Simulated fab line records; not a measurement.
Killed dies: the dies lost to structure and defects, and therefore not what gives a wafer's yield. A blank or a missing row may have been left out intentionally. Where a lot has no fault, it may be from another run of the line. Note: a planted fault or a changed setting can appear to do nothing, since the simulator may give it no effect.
Matching of chambers | flow n5-finfet | N5_BEOL_M9_ILD_DEP_00 on pecvd-02 has 3 sister chambers
The step deposits SiCOH lowk from DEMS/porogen, target thk 308.51 nm, time 58 s. 6 wafers are shown with their chamber, then 7 later ones without.

== WAFERS PAIRED WITH THEIR CHAMBERS ==
wafer  | chamber | throttle-valve-pct (%) | heater-power-w (W)
L081.4 | 0       | 14.9                   | 228
L087.2 | 2       | 12.6                   | 303
L087.5 | 1       | 14.7                   | 338
L087.6 | 2       | 12.6                   | 234
L091.4 | 0       | 15.0                   | 245
L091.5 | 1       | 14.6                   | 275

== WAFERS WITHOUT THEIR CHAMBER ==
wafer  | throttle-valve-pct (%) | heater-power-w (W)
L091.6 | 12.4                   | 237
L092.1 | 15.0                   | 214
L092.4 | 15.1                   | 345
L092.6 | 14.8                   | 229
L097.1 | 14.7                   | 334
L097.4 | 14.9                   | 227
L097.5 | 13.0                   | 293

== THE CHAMBER EACH PASSED THROUGH ==
wafer  | from the rows above     | in truth
L091.6 | 2                       | 2
L092.1 | 0                       | 0
L092.4 | 0                       | 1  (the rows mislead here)
L092.6 | can't be placed: 0 or 1 | 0
L097.1 | 1                       | 1
L097.4 | 0                       | 0
L097.5 | 2                       | 2
Correctly placed: 5 of 7. These rows do not allow placing 1 (true chamber among the candidates in 1). 1 placed wrongly.
How it was worked out, from the rows above alone: a wafer's distance from a chamber is the root of the sum, over the readings, of the square of ((its reading less the chamber's mean) divided by the reading's scatter). If the next closest chamber is less than 2 further off than the closest, the wafer can't be placed; otherwise it belongs to the closest. The mean given for a chamber averages the wafers shown for that chamber. The scatter: take each reading less its chamber's mean, square it, sum over the shown wafers, divide by the number of wafers less the number of chambers, and take the root.
